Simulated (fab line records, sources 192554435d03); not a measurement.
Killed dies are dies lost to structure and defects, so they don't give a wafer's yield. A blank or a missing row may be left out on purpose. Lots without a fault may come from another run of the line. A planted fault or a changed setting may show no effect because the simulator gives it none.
Which tool did it? | flow n5_finfet | 10 lots, 30 wafers sampled, at 5 steps of a route of 1938

WHAT THE GAUGES READ, wafer by wafer
The record holds no reading of a measuring or inspecting step that can be judged against a usual standard deviation.

WHICH TOOL RAN EACH LOT (tool, then ch and the chambers of the sampled wafers, then the start)
lot  | N5_BEOL_M6_ALD_77                   | N5_PASSIVATION_ETCH_15                        | N5_PASSIVATION_AL_DEP_21     | N5_PASSIVATION_STRIP_34            | N5_PASSIVATION_PROBE_49
L414 | ald_metal-01 ch 1,3, day 10 01:08   | rie_diel-03 ch 1,2, day 13 05:50 or earlier   | pvd_sputter-03, day 13 05:50 | rie_diel-05 ch 0,1, day 13 07:07   | prober-01, day 13 11:30
L418 | ald_metal-04 ch 1,2, day 10 23:13   | rie_diel-01 ch 1,3, day 14 07:53 or earlier   | pvd_sputter-02, day 14 07:53 | rie_diel-02 ch 0,1,3, day 14 09:02 | prober-02, day 14 13:46
L421 | ald_metal-01 ch 0,1,3, day 12 06:58 | rie_diel-01 ch 1,2,3, day 15 08:30 or earlier | pvd_sputter-01, day 15 08:30 | rie_diel-05 ch 0,1,3, day 15 10:02 | prober-01, day 15 15:34
L422 | ald_metal-02 ch 0,2,3, day 12 12:10 | rie_diel-06 ch 0,3, day 15 13:37 or earlier   | pvd_sputter-02, day 15 13:37 | rie_diel-02 ch 0,2,3, day 15 14:55 | prober-02, day 15 20:42
L423 | ald_metal-02 ch 1,3, day 12 14:41   | rie_diel-01 ch 1,2, day 15 17:29 or earlier   | pvd_sputter-01, day 15 17:29 | rie_diel-02 ch 0,1,3, day 15 18:53 | prober-02, day 15 23:28
L425 | ald_metal-01 ch 0,2,3, day 12 19:05 | rie_diel-01 ch 0,1,3, day 15 16:50 or earlier | pvd_sputter-01, day 15 16:50 | rie_diel-02 ch 1,3, day 15 18:14   | prober-01, day 15 22:35
L427 | ald_metal-02 ch 1,3, day 13 15:47   | rie_diel-06 ch 0,1, day 16 14:52 or earlier   | pvd_sputter-02, day 16 14:52 | rie_diel-04 ch 0,1,3, day 16 16:09 | prober-01, day 16 20:55
L428 | ald_metal-01 ch 0,1,2, day 13 19:46 | rie_diel-06 ch 1,2,3, day 17 02:14 or earlier | pvd_sputter-02, day 17 02:14 | rie_diel-05 ch 0,1,3, day 17 03:28 | prober-01, day 17 07:42
L430 | ald_metal-04 ch 0,1,3, day 14 02:05 | rie_diel-06 ch 0,2,3, day 17 04:07 or earlier | pvd_sputter-03, day 17 04:07 | rie_diel-02 ch 0,1,2, day 17 05:21 | prober-02, day 17 11:46
L432 | ald_metal-01 ch 0,1,3, day 14 16:35 | rie_diel-03 ch 0,1,3, day 18 06:56 or earlier | pvd_sputter-03, day 18 06:56 | rie_diel-04 ch 0,1,3, day 18 08:19 | prober-01, day 18 13:49
- N5_BEOL_M6_ALD_77: deposits TaN, target thk 2 nm, pulse time 2 s, purge time 3 s.
- N5_PASSIVATION_ETCH_15: etches SiCN in CF4/N2, target depth 75 nm, time 81.2 s.
- N5_PASSIVATION_AL_DEP_21: deposits Al, target thk 2800 nm, time 170 s.
- N5_PASSIVATION_STRIP_34: strips in O2.
- N5_PASSIVATION_PROBE_49

WHAT THE TOOLS THEMSELVES READ (means of the sampled wafers that have a number; where no wafer has one, the mark that the record gives instead)
N5_BEOL_M6_ALD_77. Usual: heater_power_w 417 W, standard deviation 32; susceptor_temp_C 275.01 C, standard deviation 0.18.
lot  | tool         | heater_power_w (W) | susceptor_temp_C (C) | flag
L414 | ald_metal-01 | 416                | 274.85               |
L418 | ald_metal-04 | 448                | 274.88               |
L421 | ald_metal-01 | 426                | 275.16               |
L422 | ald_metal-02 | 386                | 275.04               |
L423 | ald_metal-02 | 429                | 275.01               |
L425 | ald_metal-01 | 435                | 274.99               |
L427 | ald_metal-02 | 421                | 274.88               |
L428 | ald_metal-01 | 454                | 274.88               |
L430 | ald_metal-04 | 400                | 274.94               |
L432 | ald_metal-01 | 429                | 274.96               |

N5_PASSIVATION_ETCH_15. Usual: drypump_motor_current_A 5.9 A, standard deviation 0.47; oes_product_au 0.80 a.u., standard deviation 0.077; rf_fwd_power_W 427.7 W, standard deviation 1.4; rf_vpp_V 381.3 V, standard deviation 1.7; showerhead_plenum_p_Torr 2.17 Torr, standard deviation 0.067; throttle_valve_pct 15.45 %, standard deviation 0.22.
lot  | tool        | drypump_motor_current_A (A) | oes_product_au (a.u.) | rf_fwd_power_W (W) | rf_vpp_V (V) | showerhead_plenum_p_Torr (Torr) | throttle_valve_pct (%) | flag
L414 | rie_diel-03 | 5.6                         | 0.78                  | 429.4              | 381.4        | 2.18                            | 15.80                  |
L418 | rie_diel-01 | 6.4                         | 0.75                  | 427.6              | 381.8        | 2.17                            | 15.44                  |
L421 | rie_diel-01 | 6.2                         | 0.79                  | 427.9              | 381.5        | 2.15                            | 15.42                  |
L422 | rie_diel-06 | 5.8                         | 0.77                  | 427.5              | 379.1        | 2.12                            | 15.40                  |
L423 | rie_diel-01 | 5.9                         | 0.82                  | 426.5              | 380.4        | 2.13                            | 15.34                  |
L425 | rie_diel-01 | 6.2                         | 0.79                  | 427.9              | 380.9        | 2.15                            | 15.41                  |
L427 | rie_diel-06 | 5.6                         | 0.88                  | 427.3              | 384.3        | 2.29                            | 15.12                  |
L428 | rie_diel-06 | 5.4                         | 0.78                  | 427.0              | 382.5        | 2.21                            | 15.51                  |
L430 | rie_diel-06 | 5.7                         | 0.73                  | 427.7              | 380.5        | 2.13                            | 15.60                  |
L432 | rie_diel-03 | 5.6                         | 0.86                  | 427.7              | 383.0        | 2.24                            | 15.43                  |

N5_PASSIVATION_AL_DEP_21. Usual: susceptor_temp_C 400.03 C, standard deviation 0.22; throttle_valve_pct 29.5 %, standard deviation 1.1.
lot  | tool           | susceptor_temp_C (C) | throttle_valve_pct (%) | flag
L414 | pvd_sputter-03 | 399.90               | 28.7                   |
L418 | pvd_sputter-02 | 399.85               | 29.7                   |
L421 | pvd_sputter-01 | 399.87               | 28.3                   |
L422 | pvd_sputter-02 | 400.20               | 30.5                   |
L423 | pvd_sputter-01 | 399.85               | 28.1                   |
L425 | pvd_sputter-01 | 399.90               | 27.8                   |
L427 | pvd_sputter-02 | 399.89               | 30.1                   |
L428 | pvd_sputter-02 | 400.10               | 29.9                   |
L430 | pvd_sputter-03 | 400.21               | 28.7                   |
L432 | pvd_sputter-03 | 399.96               | 29.3                   |

N5_PASSIVATION_STRIP_34. Usual: drypump_motor_current_A 5.6 A, standard deviation 0.45; oes_product_au 0.79 a.u., standard deviation 0.071; rf_vpp_V 3.9 V, standard deviation 1.6; showerhead_plenum_p_Torr 2.09 Torr, standard deviation 0.064; throttle_valve_pct 16.59 %, standard deviation 0.18.
lot  | tool        | drypump_motor_current_A (A) | oes_product_au (a.u.) | rf_vpp_V (V) | showerhead_plenum_p_Torr (Torr) | throttle_valve_pct (%) | flag
L414 | rie_diel-05 | 5.5                         | 0.85                  | 4.5          | 2.16                            | 16.61                  |
L418 | rie_diel-02 | 5.4                         | 0.80                  | 3.8          | 2.08                            | 16.61                  |
L421 | rie_diel-05 | 5.6                         | 0.86                  | 4.3          | 2.11                            | 16.52                  |
L422 | rie_diel-02 | 5.8                         | 0.76                  | 4.3          | 2.04                            | 16.68                  |
L423 | rie_diel-02 | 5.4                         | 0.79                  | 2.9          | 2.07                            | 16.62                  |
L425 | rie_diel-02 | 5.5                         | 0.82                  | 2.5          | 2.05                            | 16.65                  |
L427 | rie_diel-04 | 5.4                         | 0.77                  | 4.6          | 2.11                            | 16.50                  |
L428 | rie_diel-05 | 5.6                         | 0.85                  | 3.1          | 2.10                            | 16.54                  |
L430 | rie_diel-02 | 5.8                         | 0.75                  | 3.0          | 2.06                            | 16.63                  |
L432 | rie_diel-04 | 5.4                         | 0.76                  | 4.2          | 2.11                            | 16.54                  |

N5_PASSIVATION_PROBE_49. Usual: defect_limited_yield 91.0 %, standard deviation 1.5; killed_at_M0_to_M3 34, standard deviation 9.1; killed_at_M4_up 14, standard deviation 5.7; killed_at_contacts 13, standard deviation 5.7; killed_at_front_end 42, standard deviation 12; killed_at_other 4, standard deviation 3.4; killed_dies 106, standard deviation 17; killed_open 70, standard deviation 13; killed_short 34, standard deviation 7.5; sort_bin_5_function 5.2 %, standard deviation 0.94; sort_bin_6_memory 3.4 %, standard deviation 0.69; sort_n_pass 1074, standard deviation 17; sort_yield_pct 91.0 %, standard deviation 1.5.
lot  | tool      | defect_limited_yield (%) | killed_at_M0_to_M3 | killed_at_M4_up | killed_at_contacts | killed_at_front_end | killed_at_other | killed_dies | killed_open | killed_short | sort_bin_5_function (%) | sort_bin_6_memory (%) | sort_n_pass | sort_yield_pct (%) | flag
L414 | prober-01 | 91.2                     | 41                 | 11              | 14                 | 33                  | 4               | 104         | 65          | 37           | 5.1                     | 3.2                   | 1076        | 91.2               |
L418 | prober-02 | 82.7                     | 53                 | 84              | 8                  | 58                  | 1               | 204         | 90          | 38           | 11.2                    | 4.7                   | 976         | 82.7               | OFF
L421 | prober-01 | 91.5                     | 36                 | 9               | 10                 | 43                  | 2               | 100         | 66          | 34           | 4.6                     | 3.4                   | 1080        | 91.5               |
L422 | prober-02 | 91.4                     | 25                 | 11              | 12                 | 51                  | 3               | 102         | 70          | 29           | 5.2                     | 3.1                   | 1078        | 91.4               |
L423 | prober-02 | 92.6                     | 26                 | 20              | 6                  | 28                  | 8               | 87          | 53          | 30           | 4.4                     | 2.5                   | 1093        | 92.6               |
L425 | prober-01 | 91.5                     | 35                 | 15              | 11                 | 27                  | 11              | 100         | 65          | 35           | 4.7                     | 3.5                   | 1080        | 91.5               |
L427 | prober-01 | 91.1                     | 30                 | 13              | 15                 | 42                  | 4               | 105         | 72          | 32           | 5.3                     | 3.4                   | 1075        | 91.1               |
L428 | prober-01 | 90.1                     | 29                 | 18              | 6                  | 59                  | 5               | 117         | 80          | 35           | 5.8                     | 3.8                   | 1063        | 90.1               |
L430 | prober-02 | 91.3                     | 27                 | 20              | 16                 | 39                  | 1               | 102         | 67          | 33           | 5.2                     | 3.4                   | 1078        | 91.3               |
L432 | prober-01 | 91.2                     | 37                 | 11              | 18                 | 36                  | 2               | 104         | 72          | 31           | 5.1                     | 3.6                   | 1076        | 91.2               |

THE ANSWER, worked out from the rows above alone
Rule: a lot is off if the mean of its wafers that have a number lies more than 3 standard deviations from the usual mean. A lot without any number at a reading at which 4 lots or more have one is off too. The other lots that the step has rows for count as sound. The gauges are gone through in route order, then the tools' own readings, and for those a lot's mean is taken as printed above. The first step at which some lot is off is used, and at that step the reading that is off furthest; a lot without a number counts as furthest.
Off: L418, at N5_PASSIVATION_PROBE_49 (killed_at_M4_up).
A tool fits if, at that step or a process step before it, it ran every lot that is off, and no sound lot after the first of them. N5_PASSIVATION_ETCH_15 gives no start for some lots, so the hours and the order of its lots are those of N5_PASSIVATION_AL_DEP_21. None of those tried fits.

WHAT THE SIMULATOR HAD PUT IN
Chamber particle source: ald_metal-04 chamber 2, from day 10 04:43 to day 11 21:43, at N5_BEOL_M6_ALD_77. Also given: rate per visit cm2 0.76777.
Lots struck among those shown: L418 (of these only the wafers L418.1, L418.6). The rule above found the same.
